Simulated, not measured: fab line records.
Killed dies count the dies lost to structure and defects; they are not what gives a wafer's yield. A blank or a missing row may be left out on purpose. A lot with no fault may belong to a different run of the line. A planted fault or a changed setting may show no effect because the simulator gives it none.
fab line records ; flow nand-harc
record lots=5; wafers=15; last-day=32
route steps=1302 shown A_BLC@1117 A_M0@1137 END@1302
lots with no fault: from the same line, run without faults
start-h: hours from the record's opening day to when the first of the lot's shown wafers began ; wait-h: hours elapsed since this lot's preceding step ; " repeats the value in the row above ; L1.1+2: one row covering several wafers at once ; - no value, or no start was given ; * or withheld: withheld ; < > ~ a bound
route shown NAME@n: names a module that has steps shown in the file, with the first one's number in the route ; usual: average and standard deviation across the fault-free wafers ; same: alike in all rows ; chamber/n: place in a boat ; sites: readings site by site ; _std_site: standard deviation across them ; _edge_site: outer sites' mean less inner sites' ; radius-mm: for every site, how far away it sits from the centre of the wafer ; mask NAME#n: copy n ; behind: the last tool/chamber to shape the wafer ; hold: the reason the lot was held/the length of the hold in hours/how it ended ; device: whichever transistor did not switch (one of n, p or np) ; end of line: the tests these same wafers got at the end of their route ; step lacking rows: just its recipe ; killed: count of dies lost to structure and defects at first sort (not the wafer's yield) ; map: shows each die of a wafer: x if killed, . if not, _ if none is there
set.NAME: the setting the step ran with; set.NAME@STEP: the setting that earlier step ran with ; model.NAME: the simulator's own value behind a step, which no gauge read
lots at selected steps of the route; one table per step, one row per wafer
services: from which hour (start-h, from the record's first day; less than 0 if before it) a tool's chamber was out of use, for how many hours, and why
## steps
# step NHARC_A_BLC_CD_MEAS_10
# recipe target-cd-nm=100; landing-energy-ev=500
# usual cd-nm=99.7/0.76
lot.wafer;tool;chamber;start-h;wait-h;cd-nm
L994.1;cd-sem-03;0;534.99;-;100.2
L994.4;cd-sem-03;0;534.99;-;100.0
L994.5;cd-sem-03;0;534.99;-;100.5
L993.1;cd-sem-02;0;536.00;-;100.7
L993.3;cd-sem-02;0;536.00;-;99.6
L993.4;cd-sem-02;0;536.00;-;100.4
L104.3;cd-sem-03;0;668.69;-;100.4
L104.4;cd-sem-03;0;668.69;-;99.8
L104.5;cd-sem-03;0;668.69;-;100.9
L108.1;cd-sem-02;0;699.70;-;98.0
L108.3;cd-sem-02;0;699.70;-;98.8
L108.6;cd-sem-02;0;699.70;-;99.4
L111.1;cd-sem-03;0;718.37;-;99.0
L111.3;cd-sem-03;0;718.37;-;99.2
L111.6;cd-sem-03;0;718.37;-;98.6
# step NHARC_A_BLC_OVL_MEAS_11
# usual overlay-x-nm=-0.1/0.74; overlay-y-nm=0.2/0.8
lot.wafer;tool;chamber;start-h;wait-h;overlay-x-nm;overlay-y-nm
L994.1;overlay-02;-;535.08;-;-0.3;0.8
L994.4;overlay-02;-;535.08;-;-0.2;0.7
L994.5;overlay-02;-;535.08;-;-0.4;1.0
L993.1;overlay-02;-;536.09;-;0.8;-0.2
L993.3;overlay-02;-;536.09;-;0.7;-0.2
L993.4;overlay-02;-;536.09;-;0.8;-0.1
L104.3;overlay-01;-;668.77;-;-0.2;-0.7
L104.4;overlay-01;-;668.77;-;-0.7;-1.0
L104.5;overlay-01;-;668.77;-;-0.3;-0.6
L108.1;overlay-02;-;699.78;-;-0.2;-0.3
L108.3;overlay-02;-;699.78;-;-0.4;-0.5
L108.6;overlay-02;-;699.78;-;-0.6;-0.3
L111.1;overlay-01;-;718.46;-;0.5;-0.6
L111.3;overlay-01;-;718.46;-;0.8;-0.8
L111.6;overlay-01;-;718.46;-;0.6;-0.6
# step NHARC_A_BLC_INSPECT_12
# usual raw-defect-count=75/39
lot.wafer;tool;chamber;start-h;wait-h;raw-defect-count
L994.1;defect-inspect-01;-;535.12;0.0;68
L994.4;defect-inspect-01;-;535.12;0.0;58
L994.5;defect-inspect-01;-;535.12;0.0;73
L993.1;defect-inspect-02;-;536.13;0.0;44
L993.3;defect-inspect-02;-;536.13;0.0;57
L993.4;defect-inspect-02;-;536.13;0.0;58
L104.3;defect-inspect-02;-;668.81;0.0;97
L104.4;defect-inspect-02;-;668.81;0.0;94
L104.5;defect-inspect-02;-;668.81;0.0;100
L108.1;defect-inspect-02;-;699.82;0.0;71
L108.3;defect-inspect-02;-;699.82;0.0;70
L108.6;defect-inspect-02;-;699.82;0.0;92
L111.1;defect-inspect-01;-;718.50;0.0;16
L111.3;defect-inspect-01;-;718.50;0.0;25
L111.6;defect-inspect-01;-;718.50;0.0;26
# step NHARC_A_BLC_DESCUM_15
# recipe time-s=3; o2-flow-sccm=200; ar-flow-sccm=0; bias-power-w=0; chemistry=O2
# usual drypump-motor-current-A=5.7/0.33; oes-product-au=0.995/0.014; rf-vpp-V=57.8/1; showerhead-plenum-p-Torr=1.92/0.096; throttle-valve-pct=11.311/0.0095
lot.wafer;tool;chamber;start-h;wait-h;drypump-motor-current-A;oes-product-au;rf-hours-counter-h;rf-vpp-V;showerhead-plenum-p-Torr;throttle-valve-pct
L994.1;rie-diel-06;2;535.20;0.1;5.6;0.997;17;56.8;1.84;11.317
L994.4;rie-diel-06;0;535.20;0.1;5.9;1.017;-;57.9;1.84;11.308
L994.5;rie-diel-06;2;535.20;0.1;5.5;1.001;-;56.9;1.84;11.307
L993.1;rie-diel-03;0;536.20;0.1;5.4;1.018;4;59.7;2.00;11.303
L993.4;rie-diel-03;1;536.20;0.1;5.4;0.990;4;57.7;1.87;11.320
L993.3;rie-diel-03;2;536.20;0.1;6.2;0.995;4;57.4;1.91;11.340
L104.3;rie-diel-07;1;668.88;0.1;5.6;0.990;0;56.3;1.76;11.300
L104.4;rie-diel-07;2;668.88;0.1;6.3;1.005;0;58.3;1.83;11.311
L104.5;rie-diel-07;0;668.88;0.1;5.7;1.013;-;56.7;1.78;11.305
L108.1;rie-diel-03;2;699.89;0.1;6.2;1.005;5;57.2;1.91;11.320
L108.3;rie-diel-03;0;699.89;0.1;5.3;1.001;4;57.8;2.00;11.312
L108.6;rie-diel-03;2;699.89;0.1;6.2;0.990;-;58.8;1.91;11.324
L111.1;rie-diel-03;2;718.57;0.1;6.2;0.994;6;57.7;1.91;11.313
L111.3;rie-diel-03;3;718.57;0.1;5.8;0.985;5;60.8;2.06;11.314
L111.6;rie-diel-03;0;718.57;0.1;5.4;0.996;-;58.1;2.00;11.300
# step NHARC_A_BLC_ETCH_16
# recipe target-depth-a=390; over-etch-frac=0.3; time-s=65; ion-energy-ev=80; cf4-flow-sccm=150; ar-flow-sccm=0; rf-w=300; bias-w=100; chemistry=CF4
# usual drypump-motor-current-A=5.7/0.34; oes-product-au=0.996/0.012; rf-vpp-V=151.3/1.4; showerhead-plenum-p-Torr=1.77/0.082; throttle-valve-pct=13.283/0.0089
lot.wafer;tool;chamber;start-h;wait-h;drypump-motor-current-A;oes-product-au;rf-hours-counter-h;rf-vpp-V;showerhead-plenum-p-Torr;throttle-valve-pct
L994.1;rie-diel-06;0;535.28;0.1;6.0;1.010;19;151.2;1.70;13.292
L994.5;rie-diel-06;1;535.28;0.1;5.4;1.023;-;152.6;1.89;13.276
L994.4;rie-diel-06;2;535.28;0.1;5.5;1.002;-;151.3;1.71;13.284
L993.1;rie-diel-03;2;536.27;0.1;6.2;1.006;4;152.6;1.77;13.273
L993.4;rie-diel-03;3;536.27;0.1;5.8;0.976;4;152.2;1.89;13.284
L993.3;rie-diel-03;1;536.27;0.1;5.4;0.995;4;150.6;1.73;13.273
L104.3;rie-diel-07;1;668.95;0.1;5.6;0.990;0;149.2;1.64;13.286
L104.4;rie-diel-07;2;668.95;0.1;6.3;1.000;0;150.5;1.70;13.275
L104.5;rie-diel-07;2;668.95;0.1;6.3;0.995;-;150.8;1.70;13.289
L108.1;rie-diel-03;1;699.97;0.1;5.4;0.986;4;151.9;1.73;13.287
L108.3;rie-diel-03;0;699.97;0.1;5.4;0.997;4;151.7;1.84;13.279
L108.6;rie-diel-03;2;699.97;0.1;6.2;0.988;-;153.0;1.77;13.293
L111.1;rie-diel-03;2;718.64;0.1;6.2;0.988;6;150.7;1.77;13.284
L111.3;rie-diel-03;0;718.64;0.1;5.4;1.003;5;151.3;1.84;13.283
L111.6;rie-diel-03;3;718.64;0.1;5.8;0.998;-;152.3;1.89;13.301
# step NHARC_A_BLC_ETCH_17
# recipe target-depth-a=3900; over-etch-frac=0.25; time-s=609.38; ion-energy-ev=200; n2-flow-sccm=150; h2-flow-sccm=150; ar-flow-sccm=0; rf-w=400; bias-w=150; chemistry=N2/H2
# step NHARC_A_BLC_ETCH_18
# recipe target-depth-a=9100; c4f8-flow-sccm=20; o2-flow-sccm=10; ar-flow-sccm=withheld; rf-w=600; bias-w=1500; chemistry=C4F8/O2/Ar
# step NHARC_A_BLC_CD_MEAS_19
# usual cd-nm=100/3.2
lot.wafer;tool;chamber;start-h;wait-h;cd-nm
L994.1;cd-sem-02;-;536.33;-;101
L994.4;cd-sem-02;-;536.33;-;97
L994.5;cd-sem-02;-;536.33;-;98
L993.1;cd-sem-02;-;537.21;-;105
L993.3;cd-sem-02;-;537.21;-;99
L993.4;cd-sem-02;-;537.21;-;102
L104.3;cd-sem-01;-;669.84;-;99
L104.4;cd-sem-01;-;669.84;-;96
L104.5;cd-sem-01;-;669.84;-;100
L108.1;cd-sem-02;-;700.85;-;94
L108.3;cd-sem-02;-;700.85;-;99
L108.6;cd-sem-02;-;700.85;-;98
L111.1;cd-sem-02;-;719.53;-;102
L111.3;cd-sem-02;-;719.53;-;100
L111.6;cd-sem-02;-;719.53;-;95
# step NHARC_A_BLC_STRIP_29
# recipe cf4-flow-sccm=150; ar-flow-sccm=0; bias-w=0; chemistry=CF4
# step NHARC_A_BLC_STRIP_21
# recipe o2-flow-sccm=500; ar-flow-sccm=0; bias-w=0; chemistry=O2
# step NHARC_A_BLC_STRIP_22
# recipe time-s=600; temp-c=30; chemistry=post-etch-residue-remover
# step NHARC_A_BLC_DEGAS_30
# recipe temp-c=300; time-s=60
# usual heater-power-w=471/65; susceptor-temp-C=300.00/0.18
lot.wafer;tool;chamber;start-h;wait-h;heater-power-w;susceptor-temp-C
L994.1;pvd-sputter-03;-;536.98;-;480;-
L994.4;pvd-sputter-03;-;536.98;-;448;-
L994.5;pvd-sputter-03;-;536.98;-;362;-
L993.4;pvd-sputter-02;-;537.85;-;626;299.78
L993.3;pvd-sputter-02;-;537.85;-;440;300.02
L993.1;pvd-sputter-02;-;537.85;-;458;300.27
L104.4;pvd-sputter-03;-;670.43;-;466;299.97
L104.3;pvd-sputter-03;-;670.43;-;500;300.17
L104.5;pvd-sputter-03;-;670.43;-;490;299.96
L108.3;pvd-sputter-02;-;701.46;-;427;299.90
L108.1;pvd-sputter-02;-;701.46;-;450;299.88
L108.6;pvd-sputter-02;-;701.46;-;415;299.93
L111.1;pvd-sputter-03;-;720.14;-;496;-
L111.3;pvd-sputter-03;-;720.14;-;496;-
L111.6;pvd-sputter-03;-;720.14;-;487;-
# step NHARC_A_BLC_PRE_CLEAN_31
# recipe time-s=15; bias-v=250; gas=Ar
lot.wafer;tool;chamber;start-h;wait-h
L994.4+1+5;pvd-sputter-03;-;537.04;-
L993.4+1+3;pvd-sputter-02;-;537.91;-
L104.3+4+5;pvd-sputter-03;-;670.51;-
L108.3+1+6;pvd-sputter-02;-;701.53;-
L111.3+1+6;pvd-sputter-03;-;720.20;-
# step NHARC_A_BLC_PVD_32
# recipe target-thk-a=50; chamber-pressure-pa=5; power-w=5000; substrate-temp-c=200; time-s=17.7; material=Ti
# step NHARC_A_BLC_ALD_23
# recipe target-thk-a=30; pulse-time-s=1; ald-cycles=150; temp-c=450; material=TiN
# step NHARC_A_BLC_CVD_24
# recipe target-thk-a=1500; temp-c=300; pressure-torr=40; wf6-flow-sccm=40; h2-flow-sccm=1600; ar-flow-sccm=1560; time-s=434; material=W
# step NHARC_A_BLC_CMP_25
# recipe t-overpolish-s=30; target-thk-nm=150
# usual motor-current-A=12.5/0.92; overpolish-run-s=30.000/0.0083; retaining-ring-pressure-frac=1.000/0.0044; time-to-endpoint-s=29/3.8
lot.wafer;tool;chamber;start-h;wait-h;motor-current-A;overpolish-run-s;retaining-ring-pressure-frac;time-to-endpoint-s
L994.1;cmp-04;1;538.00;0.4;11.9;30.004;1.000;27
L994.4;cmp-04;2;538.00;0.4;12.5;29.994;1.001;28
L994.5;cmp-04;0;538.00;0.4;11.8;30.000;1.002;35
L993.1;cmp-02;1;538.85;0.4;12.6;29.988;1.001;24
L993.3;cmp-02;2;538.85;0.4;11.9;30.002;0.998;23
L993.4;cmp-02;3;538.85;0.4;13.0;29.991;0.997;26
L104.4;cmp-04;1;671.45;0.3;11.9;29.996;0.994;26
L104.3;cmp-04;3;671.45;0.3;15.0;30.006;1.001;28
L104.5;cmp-04;1;671.45;0.3;12.4;29.987;0.987;29
L108.3;cmp-02;0;702.87;0.5;12.0;29.993;1.012;24
L108.1;cmp-02;2;702.87;0.5;11.4;30.012;0.993;23
L108.6;cmp-02;1;702.87;0.5;11.5;30.002;1.007;22
L111.1;cmp-01;2;721.10;0.4;12.2;30.005;1.005;31
L111.3;cmp-01;3;721.10;0.4;12.1;30.008;1.000;24
L111.6;cmp-01;3;721.10;0.4;11.8;30.006;0.997;25
# step NHARC_A_BLC_SRD_27
# step NHARC_A_M0_DEP_00
# recipe target-thk-a=1500; target-thk-nm=150; temp-c=withheld; pressure-torr=5; flow-sccm=200; rf-w=600; material=SiOC
# step NHARC_A_M0_DEHYDRATE_01
# recipe temp-c=150; time-s=120
# step NHARC_A_M0_HMDS_02
# recipe time-s=30
# step NHARC_A_M0_COAT_33
# recipe temp-c=200; time-s=65
# step NHARC_A_M0_COAT_03
# recipe spin-rpm=1500; resist-thk-nm=90
# step NHARC_A_M0_SOFTBAKE_04
# recipe temp-c=105; time-s=55
# step NHARC_A_M0_EBR_05
# step NHARC_A_M0_EXPOSE_06
# recipe na=1.35; target-cd-nm=80; dose-mj=83.25; mask-id=A_M0
# step NHARC_A_M0_PEB_07
# recipe peb-temp-c=100; peb-time-s=65
# step NHARC_A_M0_DEVELOP_08
# recipe develop-time-s=35; dev-temp-c=23
# step NHARC_A_M0_CD_MEAS_09
# recipe target-cd-nm=80; landing-energy-ev=500
# usual cd-nm=80.0/0.8
lot.wafer;tool;chamber;start-h;wait-h;cd-nm
L994.1;cd-sem-03;0;539.14;-;80.3
L994.4;cd-sem-03;0;539.14;-;79.4
L994.5;cd-sem-03;0;539.14;-;80.2
L993.1;cd-sem-02;0;540.03;-;79.7
L993.3;cd-sem-02;0;540.03;-;80.0
L993.4;cd-sem-02;0;540.03;-;80.5
L104.3;cd-sem-02;0;672.73;-;79.6
L104.4;cd-sem-02;0;672.73;-;79.8
L104.5;cd-sem-02;0;672.73;-;79.8
L108.1;cd-sem-03;0;704.17;-;79.0
L108.3;cd-sem-03;0;704.17;-;79.6
L108.6;cd-sem-03;0;704.17;-;79.8
L111.1;cd-sem-01;0;722.40;-;80.0
L111.3;cd-sem-01;0;722.40;-;79.3
L111.6;cd-sem-01;0;722.40;-;80.4
# step NHARC_A_M0_OVL_MEAS_10
# recipe pitch-nm=160
# usual overlay-x-nm=0.0/0.76; overlay-y-nm=-0.2/0.85
lot.wafer;tool;chamber;start-h;wait-h;overlay-x-nm;overlay-y-nm
L994.1;overlay-02;-;539.23;-;-0.2;0.1
L994.4;overlay-02;-;539.23;-;0.2;0.5
L994.5;overlay-02;-;539.23;-;0.1;0.2
L993.1;overlay-01;-;540.12;-;-1.4;-0.7
L993.3;overlay-01;-;540.12;-;-0.7;-0.7
L993.4;overlay-01;-;540.12;-;-1.0;-0.5
L104.3;overlay-01;-;672.81;-;-1.4;-1.3
L104.4;overlay-01;-;672.81;-;-0.3;-1.3
L104.5;overlay-01;-;672.81;-;-0.8;-1.8
L108.1;overlay-01;-;704.26;-;-0.1;0.9
L108.3;overlay-01;-;704.26;-;0.3;0.6
L108.6;overlay-01;-;704.26;-;0.3;-0.2
L111.1;overlay-01;-;722.49;-;-1.2;-0.3
L111.3;overlay-01;-;722.49;-;-1.2;0.2
L111.6;overlay-01;-;722.49;-;-1.1;0.7
# step NHARC_A_M0_DESCUM_14
# recipe time-s=3; o2-flow-sccm=200; ar-flow-sccm=0; bias-power-w=0; chemistry=O2
# usual drypump-motor-current-A=5.6/0.31; oes-product-au=1.002/0.014; rf-vpp-V=57.8/0.86; showerhead-plenum-p-Torr=1.92/0.073; throttle-valve-pct=11.311/0.0086
lot.wafer;tool;chamber;start-h;wait-h;drypump-motor-current-A;oes-product-au;rf-hours-counter-h;rf-vpp-V;showerhead-plenum-p-Torr;throttle-valve-pct
L994.1;rie-diel-01;0;539.35;0.1;5.2;1.006;7;58.0;1.88;11.302
L994.4;rie-diel-01;2;539.35;0.1;5.7;1.007;-;57.8;1.92;11.321
L994.5;rie-diel-01;3;539.35;0.1;5.9;0.994;-;57.9;1.79;11.300
L993.1;rie-diel-01;0;540.21;0.1;5.2;1.003;7;58.5;1.88;11.307
L993.3;rie-diel-01;2;540.21;0.1;5.8;1.011;7;58.0;1.92;11.309
L993.4;rie-diel-01;2;540.21;0.1;5.7;1.024;-;58.2;1.92;11.311
L104.3;rie-diel-01;1;672.91;0.1;5.8;1.003;5;56.0;2.03;11.316
L104.4;rie-diel-01;0;672.91;0.1;5.2;1.043;4;58.2;1.88;11.305
L104.5;rie-diel-01;2;672.91;0.1;5.8;0.994;-;57.9;1.92;11.310
L108.1;rie-diel-01;1;704.37;0.1;5.8;0.986;6;59.6;2.03;11.327
L108.3;rie-diel-01;2;704.37;0.1;5.8;0.999;6;56.8;1.92;11.308
L108.6;rie-diel-01;1;704.37;0.1;5.8;0.991;-;57.7;2.03;11.314
L111.3;rie-diel-04;3;722.58;0.1;5.8;0.995;0;56.4;1.97;11.305
L111.1;rie-diel-04;1;722.58;0.1;5.7;0.991;1;58.0;1.97;11.298
L111.6;rie-diel-04;0;722.58;0.1;5.1;1.004;-;56.9;1.98;11.312
# step NHARC_A_M0_ETCH_34
# recipe target-depth-a=400; overetch-a=120; time-s=43.94; ion-energy-ev=200; n2-flow-sccm=150; h2-flow-sccm=150; ar-flow-sccm=0; rf-w=400; bias-w=150; chemistry=N2/H2
# step NHARC_A_M0_ETCH_15
# recipe target-depth-a=1500; overetch-a=150; time-s=82.5; c4f8-flow-sccm=withheld; ar-flow-sccm=400; rf-w=600; bias-w=300; chemistry=C4F8/Ar
# step NHARC_A_M0_CD_MEAS_16
# usual cd-nm=80.0/1
lot.wafer;tool;chamber;start-h;wait-h;cd-nm
L994.1;cd-sem-02;-;539.67;-;80.6
L994.4;cd-sem-02;-;539.67;-;79.9
L994.5;cd-sem-02;-;539.67;-;80.4
L993.1;cd-sem-02;-;540.56;-;80.0
L993.3;cd-sem-02;-;540.56;-;79.8
L993.4;cd-sem-02;-;540.56;-;80.5
L104.3;cd-sem-02;-;673.21;-;79.5
L104.4;cd-sem-02;-;673.21;-;80.1
L104.5;cd-sem-02;-;673.21;-;79.5
L108.1;cd-sem-03;-;704.66;-;79.8
L108.3;cd-sem-03;-;704.66;-;80.4
L108.6;cd-sem-03;-;704.66;-;81.0
L111.1;cd-sem-02;-;722.88;-;79.2
L111.3;cd-sem-02;-;722.88;-;78.7
L111.6;cd-sem-02;-;722.88;-;81.8
# step NHARC_A_M0_STRIP_18
# recipe power-w=1000; n2-flow-sccm=150; h2-flow-sccm=150; ar-flow-sccm=0; bias-w=0; chemistry=N2/H2
# step NHARC_A_M0_STRIP_19
# recipe time-s=600; temp-c=30; chemistry=post-etch-residue-remover
# step NHARC_A_M0_DEGAS_28
# recipe temp-c=250; time-s=60
# step NHARC_A_M0_PRE_CLEAN_29
# recipe time-s=30; temp-c=280; gas=H2/He
# step NHARC_A_M0_PVD_20
# recipe target-thk-a=50; bias-v=168.6; power-w=15000; chamber-pressure-pa=0.12; time-s=8.06; substrate-temp-c=50; material=TaN
# step NHARC_END_SORT_01
# recipe temp-c=25
# usual killed-at-array=45/18; killed-at-other=0.9/1.3; killed-at-periphery=3.7/2.2; killed-dies=50/18; killed-open=3.2/1.9; killed-short=2.4/1.6
# same gross-dies=677
lot.wafer;tool;chamber;start-h;wait-h;killed-at-array;killed-at-other;killed-at-periphery;killed-dies;killed-open;killed-short
L104.4;prober-02;0;713.94;3.4;64;0;2;66;5;2
L104.5;prober-02;0;714.75;3.7;55;0;6;61;3;3
L108.1;prober-02;0;744.22;2.5;110;0;2;112;3;1
# killed by level:class
L104.4 A_CHANNEL_HOLE_D1:chamber-film-flake=33 A_CHANNEL_HOLE_D2:chamber-film-flake=10 A_SLIT:chamber-film-flake=4 A_CONTACT:chamber-film-flake=4 A_M1:geometric-particle:open=2 A_DECK1_JOINT:chamber-film-flake=2 A_STAIRCASE:chamber-film-flake=2 A_CHANNEL_FILL_D1:geometric-particle:short=1
L104.5 A_CHANNEL_HOLE_D2:chamber-film-flake=23 A_CHANNEL_HOLE_D1:chamber-film-flake=15 A_STAIRCASE:chamber-film-flake=4 P_STI:chamber-film-flake=3 A_WL_FILL:chamber-film-flake=3 A_CONTACT:chamber-film-flake=3 A_SLIT:chamber-film-flake=2 P_CONTACT:geometric-particle:short=1
L108.1 A_BLC:unspecified=80 A_CHANNEL_HOLE_D1:chamber-film-flake=15 A_CONTACT:chamber-film-flake=7 A_WL_FILL:chamber-film-flake=3 A_SOURCE_PLATE:geometric-particle:short=1 A_ONON_D1:geometric-particle:open=1 A_ONON_D2:geometric-particle:open=1 A_BLC:geometric-particle:open=1
# map L108.1 (x killed, . not)
____________.____________
_________...xxxx_________
_______.....xxxxxx_______
______.....xxxxxxxx______
_____.......xxxxxxxx_____
____.......xxxxxxxxxx____
____.......xxxxxxxxxx____
___.........xxxxxxxxx.___
___........x.xxxxxxx..___
__...........xxxxxxx...__
__...........xxxxxxx...__
_..............xxx...x.._
_...................x..._
_..........x............_
_..................x...._
_......................._
.....................x...
...........x.............
...............x.........
.........................
........xxx..............
_.........x............._
_......................._
_......................._
_..............x......x._
_.......x............xx._
__...................xx__
__....x..............xx__
___........x........xx___
___................xxx___
____................x____
____......x........xx____
_____..............._____
______.....x.......______
_______..........._______
_________......._________
____________.____________
# map L993.4 (x killed, . not)
____________x____________
_________......._________
_______........xxx_______
______.........x...______
_____........x......_____
____.............x...____
____..........x.x....____
___.....xx..........x.___
___.....x...........x.___
__.....xxxx.x..........__
__...x.xxxx........x.xx__
_.....x.x.xx............_
_.......xxxx.......x...._
_.......x.x............._
_........xx............._
_........x.......x......_
......x....x........x....
......x..x...........x...
...............x.........
.........................
.x..........x.x..........
_.........x............._
_......................._
_x......................_
_......................._
_......................._
__.....................__
__.....................__
___.x.................___
___...................___
____.................____
____.................____
_____..............._____
______............x______
_______..........._______
_________......._________
____________.____________
## services
tool;chamber;start-h;hours;kind
pvd-sputter-03;-;520.73;2.2;repair
rie-diel-01;1;521.36;36.9;repair
pvd-sputter-03;-;526.00;10.0;pm
cmp-02;-;527.24;0.3;repair
cmp-02;-;531.82;4.0;pm
rie-diel-07;1;545.73;19.5;repair
cmp-02;-;551.25;0.7;repair
rie-diel-01;-;557.80;9.0;pm
pvd-sputter-02;-;558.27;5.3;repair
rie-diel-01;-;570.54;0.2;repair
cmp-02;-;581.41;0.9;repair
pvd-sputter-02;-;596.48;1.2;repair
cmp-04;-;598.88;2.4;repair
cmp-02;-;599.34;4.6;repair
cmp-04;-;601.29;4.0;pm
rie-diel-07;2;604.28;2.5;repair
rie-diel-01;3;609.18;16.8;repair
cmp-02;-;629.82;4.0;pm
rie-diel-03;-;635.30;9.0;pm
cmp-04;-;636.34;1.3;repair
pvd-sputter-03;-;637.30;2.8;repair
pvd-sputter-02;-;639.59;10.0;pm
pvd-sputter-03;-;642.05;1.0;repair
pvd-sputter-03;-;704.00;10.0;pm
## key
first-sign step=NHARC_END_SORT_01; reading=killed-at-array; direction=up; sigmas=3.6; usual=45; struck=110
effect step=NHARC_END_SORT_01; reading=killed-dies; direction=up; sigmas=3.5; usual=50; struck=112
more-kills-born-at NHARC_A_BLC_PRE_CLEAN_31@pvd-sputter-02=80
met-at NHARC_A_BLC_PRE_CLEAN_31
struck-wafers L108.1
tester-left-out L108
onset-between 537.91 701.53
fault kind=chamber-particle-source; tool=pvd-sputter-02; chamber=-; onset-h=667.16; steps=NHARC_A_BLC_PRE_CLEAN_31; rate-per-visit-cm2=1.5453; end-h=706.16; scope=struck-wafers-only
# tester-left-out: of these lots the tester's yield and bins aren't shown, on N5 and GAA mostly nor the transistor test; their killed dies are dies lost to structure and defects alone, not to doping, threshold or leakage, so they don't give the yield
